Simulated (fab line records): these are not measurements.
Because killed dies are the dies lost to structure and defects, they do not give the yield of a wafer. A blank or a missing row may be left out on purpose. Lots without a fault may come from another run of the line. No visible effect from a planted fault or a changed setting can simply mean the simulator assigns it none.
A lot that was struck, set against a sound lot    flow n5_finfet    16 out of 1938 route steps
Sound: the wafers L693.1, L693.3, L693.4. Wafers struck: L706.1, L706.5. The cause is given at the end.
Per side, at each step with rows, come the tool, then ch with its chambers, and then its first start. Under that, the readings that differ: sound wafers    struck wafers    difference of the means    sigmas: that difference in standard deviations of wafers without a fault.
alike: words and numbers the same on both sides, and readings whose means are apart by under 2 such deviations; not compared: readings that were withheld, readings missing a value for some wafer, numbers with overlapping values and no deviation given by the record, and bounds like >300 which may hide the same value.
The two part at a step that has a row with sigmas, a row that says differs or no value, or rows on one side only. Numbers that don't overlap but have no deviation are shown without sigmas and don't part them. A reading missing from all wafers of one side parts the sides only when that side holds two or more wafers.

N5_FIN_SAQP_HM_DEP_72: deposits SiO2 from SiH4/N2O, target thk 12 nm, time 7.2 s.
  sound on pecvd-01 ch 0,1, day 1 22:52; struck on pecvd-01 ch 0,1, day 5 04:13
  alike: heater_power_w, showerhead_plenum_p_Torr
then, 8 steps without rows for these wafers: N5_FIN_SAQP_COAT_49 (time 60 s, resist thk 100 nm); N5_FIN_SAQP_COAT_50 (time 60 s, resist thk 35 nm); N5_FIN_SAQP_COAT_10 (resist thk 90 nm); N5_FIN_SAQP_EBR_12; N5_FIN_SAQP_SOFTBAKE_11 (time 60 s); N5_FIN_SAQP_EXPOSE_13 (exposes mask FIN CORE, target cd 35.6 nm); N5_FIN_SAQP_PEB_14 (peb time 60 s); N5_FIN_SAQP_DEVELOP_15 (develop time 30 s).
N5_FIN_SAQP_CD_MEAS_16: target cd 35.6 nm.
  sound on cd_sem-02 ch 0, day 1 23:19; struck on cd_sem-03 ch 0, day 5 04:39
  alike: cd_nm
N5_FIN_SAQP_OVL_MEAS_17:
  sound on overlay-02 ch 0, day 1 23:22; struck on overlay-02 ch 0, day 5 04:41
  alike: FIN_CORE_OVL
N5_FIN_SAQP_INSPECT_18: inspects for defects (brightfield).
  sound on defect_inspect-01 at day 1 23:23; struck on defect_inspect-02 at day 5 04:43
  alike: raw_defect_count
N5_FIN_SAQP_DESCUM_21: chemistry O2, time 7.9 s.
  sound on rie_diel-03 ch 0,1,2, day 1 23:28; struck on rie_diel-04 ch 0,2, day 5 04:45
reading                                        sound           struck       difference  sigmas
model.CAR-ArF_of_FIN_SAQP_COAT_10.thk_nm (nm)  83 83.25 83.47  83.87 84.01  +0.70       
  alike: drypump_motor_current_A, o2_flow_sccm, oes_product_au, rf_vpp_V, showerhead_plenum_p_Torr, throttle_valve_pct
  not compared: rf_hours_counter_h
N5_FIN_SAQP_ETCH_51: etches SiARC in CF4, target depth 45.5 nm, time 75.8 s.
  sound on rie_diel-03 ch 0,1,2, day 1 23:30; struck on rie_diel-04 ch 0,2, day 5 04:49
reading                                        sound             struck       difference  sigmas
model.CAR-ArF_of_FIN_SAQP_COAT_10.thk_nm (nm)  50.4 50.59 50.95  51.15 51.36  +0.61       
  alike: drypump_motor_current_A, etch_rf_on_time_s, oes_product_au, rf_vpp_V, showerhead_plenum_p_Torr, throttle_valve_pct
  not compared: rf_hours_counter_h
N5_FIN_SAQP_ETCH_52: etches SOC in N2/H2, target depth 100 nm, overetch 20 nm, time 150 s.
  sound on rie_diel-03 ch 0,1,2, day 1 23:33; struck on rie_diel-04 ch 0,2, day 5 04:53
  alike: drypump_motor_current_A, oes_product_au, rf_vpp_V, showerhead_plenum_p_Torr, throttle_valve_pct
  not compared: rf_hours_counter_h
-- a jump in the record: the struck wafers' starts before and after are 6 days apart (it breaks off in module FIN_SAQP and resumes in module BEOL_M4, where the first step shown is number 1111 of the route) --
N5_BEOL_M4_RC_MEAS_101:
  sound on prober-02 ch 0, day 8 06:53; struck on prober-01 ch 0, day 11 15:52
  alike: DIBL_N, DIBL_P, IOFF_N, IOFF_P, ION_N, ION_P, SS_N, SS_P, VT_N, VT_P

== WHERE THEY PART ==
Nowhere in this record.

WHY: whatever the simulator had introduced
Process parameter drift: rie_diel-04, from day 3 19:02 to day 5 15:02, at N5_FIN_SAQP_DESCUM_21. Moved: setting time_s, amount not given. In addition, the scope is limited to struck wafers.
